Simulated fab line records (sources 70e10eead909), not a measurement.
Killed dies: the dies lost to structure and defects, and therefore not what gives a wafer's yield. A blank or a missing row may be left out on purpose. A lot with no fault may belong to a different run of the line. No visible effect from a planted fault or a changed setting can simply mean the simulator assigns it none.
A lot that was struck, set against a sound lot || flow nand-harc || 43 steps out of a route of 1159
Sound: wafers L495.1, L495.5, L495.6. The struck wafers were L500.1, L500.5, L500.6. The cause comes at the end.
Per side, at each step with rows, come the tool, then ch with its chambers, and then its first start. Under that, the readings that differ: sound wafers || struck wafers || difference of the means || sigmas: that difference in standard deviations of wafers without a fault.
alike: same words and numbers on both sides, and readings whose means sit less than 2 such deviations apart. not compared: any withheld reading, any reading some wafer has no value for, any bound like >300 that may hide the same value, and any number with overlapping values for which the record gives no deviation.
Wherever a step has rows on one side only, a row that says differs or no value, or a row with sigmas, the two part there. Non-overlapping numbers with no deviation appear without sigmas and do not part them. A reading that every wafer of one side lacks parts them only if that side has two wafers or more.

first, 4 steps without rows for these wafers: NHARC_A_CONTACT_EBR_38; NHARC_A_CONTACT_EXPOSE_39 (exposes mask A CC 3); NHARC_A_CONTACT_PEB_40 (peb time 65 s); NHARC_A_CONTACT_DEVELOP_41 (develop time 35 s).
NHARC_A_CONTACT_CD_MEAS_42: the cd target is 200 nm.
  sound on cd-sem-01 ch 0, day 16 15:43; struck on cd-sem-01 ch 0, day 18 17:34
  alike: cd-nm
NHARC_A_CONTACT_OVL_MEAS_43:
  struck on overlay-01, day 18 17:39; sound on overlay-02, day 16 15:49
  alike: overlay-x-nm, overlay-y-nm
NHARC_A_CONTACT_INSPECT_44:
  struck on defect-inspect-01, day 18 17:41; sound on defect-inspect-01, day 16 15:51
  alike: raw-defect-count
then, 5 steps without rows for these wafers: NHARC_A_CONTACT_DESCUM_47 (chemistry O2, time 3 s); NHARC_A_CONTACT_ETCH_48 (etches the open film in CF4, target depth 39 nm, time 65 s); NHARC_A_CONTACT_ETCH_49 (etches the open film in N2/H2, target depth 260 nm, time 475.3 s); NHARC_A_CONTACT_ETCH_50 (etches the open film in CF4/CHF3, target depth 84.7 nm, time 42.4 s); NHARC_A_CONTACT_ETCH_51 (etches the open film in O2/COS, target depth 3600 nm, time 936 s).
NHARC_A_CONTACT_ETCH_111: etches the open film in C4F8/O2/Ar, time 140 s, target depth 700 nm.
  sound on har-cap-etch-02 ch 0,1, day 16 17:26; struck on har-cap-etch-03 ch 0,1, day 18 19:01
  not compared: rf-hours-counter-h
NHARC_A_CONTACT_ETCH_112: etches the open film in C4F8/O2/Ar, time 94 s, target depth 922 nm.
  sound on har-cap-etch-02 ch 0,1, day 16 17:37; struck on har-cap-etch-03 ch 0,1, day 18 19:13
  not compared: rf-hours-counter-h
then, 3 steps without rows for these wafers: NHARC_A_CONTACT_ETCH_113 (etches the open film in C4F8/O2/Ar, time 94 s, target depth 922 nm); NHARC_A_CONTACT_ETCH_114 (etches the open film in C4F8/O2/Ar, time 94 s, target depth 922 nm); NHARC_A_CONTACT_ETCH_115 (etches the open film in C4F8/O2/Ar, time 94 s, target depth 922 nm).
NHARC_A_CONTACT_ETCH_116: etches the open film in C4F8/O2/Ar, time 94 s, target depth 922 nm.
  sound on har-cap-etch-02 ch 0,1, day 16 17:59; struck on har-cap-etch-03 ch 0,1, day 18 19:35
  not compared: rf-hours-counter-h
NHARC_A_CONTACT_ETCH_117: etches the open film in C4F8/O2/Ar, time 94 s, target depth 922 nm.
  sound on har-cap-etch-02 ch 0,1, day 16 18:05; struck on har-cap-etch-03 ch 0,1, day 18 19:40
  not compared: rf-hours-counter-h
then, 2 steps without rows for these wafers: NHARC_A_CONTACT_ETCH_118 (etches the open film in C4F8/O2/Ar, time 94 s, target depth 922 nm); NHARC_A_CONTACT_ETCH_119 (etches the open film in C4F8/O2/Ar, time 94 s, target depth 922 nm).
NHARC_A_CONTACT_ETCH_120: etches the open film in C4F8/O2/Ar, time 94 s, target depth 922 nm.
  sound on har-cap-etch-02 ch 0,1, day 16 18:21; struck on har-cap-etch-03 ch 0,1, day 18 19:56
  not compared: rf-hours-counter-h
then, 5 steps without rows for these wafers: NHARC_A_CONTACT_ETCH_121 (etches the open film in C4F8/O2/Ar, time 94 s, target depth 922 nm); NHARC_A_CONTACT_ETCH_122 (etches the open film in C4F8/O2/Ar, time 95 s, target depth 930 nm); NHARC_A_CONTACT_ETCH_123 (etches the open film in C4F8/O2/Ar, time 253 s, target depth 1090 nm); NHARC_A_CONTACT_ETCH_90 (etches the open film in CH3F/O2, target depth 40 nm, time 85.7 s); NHARC_A_CONTACT_ETCH_96 (etches the open film in C4F6/O2, target depth 20 nm, time 10 s).
NHARC_A_CONTACT_CD_MEAS_53:
  struck on cd-sem-03, day 18 21:02; sound on cd-sem-03, day 16 19:31
  alike: cd-nm
then, 6 steps without rows for these wafers: NHARC_A_CONTACT_STRIP_99 (strips in N2/H2); NHARC_A_CONTACT_STRIP_100 (strips in CF4/CHF3); NHARC_A_CONTACT_STRIP_101 (strips in O2/COS); NHARC_A_CONTACT_ETCH_102 (etches the open film in CF4/O2, target depth 70 nm, overetch 7 nm, time 38.5 s); NHARC_A_CONTACT_STRIP_55 (strips in O2); NHARC_A_CONTACT_STRIP_56 (strips in post etch residue remover, time 600 s).
NHARC_A_CONTACT_DEP_57: deposits aC, target thk 2800 nm.
  sound on acl-dep-01 ch 0, day 16 21:25; struck on acl-dep-02 ch 0, day 18 23:04
  alike: throttle-valve-pct
then, 7 steps without rows for these wafers: NHARC_A_CONTACT_DEP_58 (deposits SiON, target thk 60 nm); NHARC_A_CONTACT_DEHYDRATE_59 (time 120 s); NHARC_A_CONTACT_HMDS_60 (time 30 s); NHARC_A_CONTACT_COAT_61 (time 75 s); NHARC_A_CONTACT_COAT_62 (time 65 s); NHARC_A_CONTACT_COAT_63 (resist thk 90 nm); NHARC_A_CONTACT_SOFTBAKE_64 (time 55 s).
-- break in the record here, with 2 days between the starts of the struck wafers on either side (left off in module A_CONTACT, picked up again in module END, where the first step shown is number 1159 on the route) --
NHARC_END_SORT_01:
  only the struck wafers appear in the record here, on prober-02 ch 0 at day 21 08:35; the sound ones have no rows

## WHERE THEY PART
Only at NHARC_END_SORT_01, as far as this record shows.

WHY: what the simulator had put in
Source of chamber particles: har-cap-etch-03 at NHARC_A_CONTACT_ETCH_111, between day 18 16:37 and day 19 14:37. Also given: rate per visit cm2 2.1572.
